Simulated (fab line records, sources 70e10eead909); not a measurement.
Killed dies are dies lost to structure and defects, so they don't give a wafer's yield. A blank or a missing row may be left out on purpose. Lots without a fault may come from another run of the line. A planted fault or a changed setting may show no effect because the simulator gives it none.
Chamber matching | flow nand_harc | NHARC_A_DECK1_JOINT_DEP_16 on pecvd-02: 3 sister chambers
The step deposits SiO2, target thk 45 nm. 3 wafers are shown with their chamber, then 8 later ones without.

WAFERS WITH THEIR CHAMBER
wafer  | chamber | heater_power_w (W)
L436.6 | 1       | 521
L442.6 | 0       | 612
L444.2 | 2       | 474

WAFERS WITHOUT THEIR CHAMBER
wafer  | heater_power_w (W)
L444.4 | 477
L444.5 | 533
L448.1 | 533
L448.2 | 417
L448.4 | 431
L449.1 | 522
L449.3 | 608
L449.5 | 605

WHICH CHAMBER EACH WENT THROUGH
wafer  | from the rows above     | in truth
L444.4 | can't be placed: 2 or 1 | 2
L444.5 | can't be placed: 1 or 2 | 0
L448.1 | can't be placed: 1 or 2 | 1
L448.2 | can't be placed: 2 or 1 | 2
L448.4 | can't be placed: 2 or 1 | 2
L449.1 | can't be placed: 1 or 2 | 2
L449.3 | 0                       | 0
L449.5 | 0                       | 0
Placed correctly: 2 of 8. Can't be placed from these rows: 6 (the true chamber is among the candidates in 5). Placed wrongly: 0.
How it was worked out, from the rows above alone: a wafer's distance from a chamber is the root of the sum, over the readings, of the square of ((its reading less the chamber's mean) divided by the reading's scatter). The wafer belongs to the nearest chamber; if the next one is less than 2 further off, it can't be placed. A chamber's mean is the mean of its shown wafers. The scatter: with one shown wafer a chamber, the root of the mean of the squares of how far each hidden wafer lies from its nearest shown one.
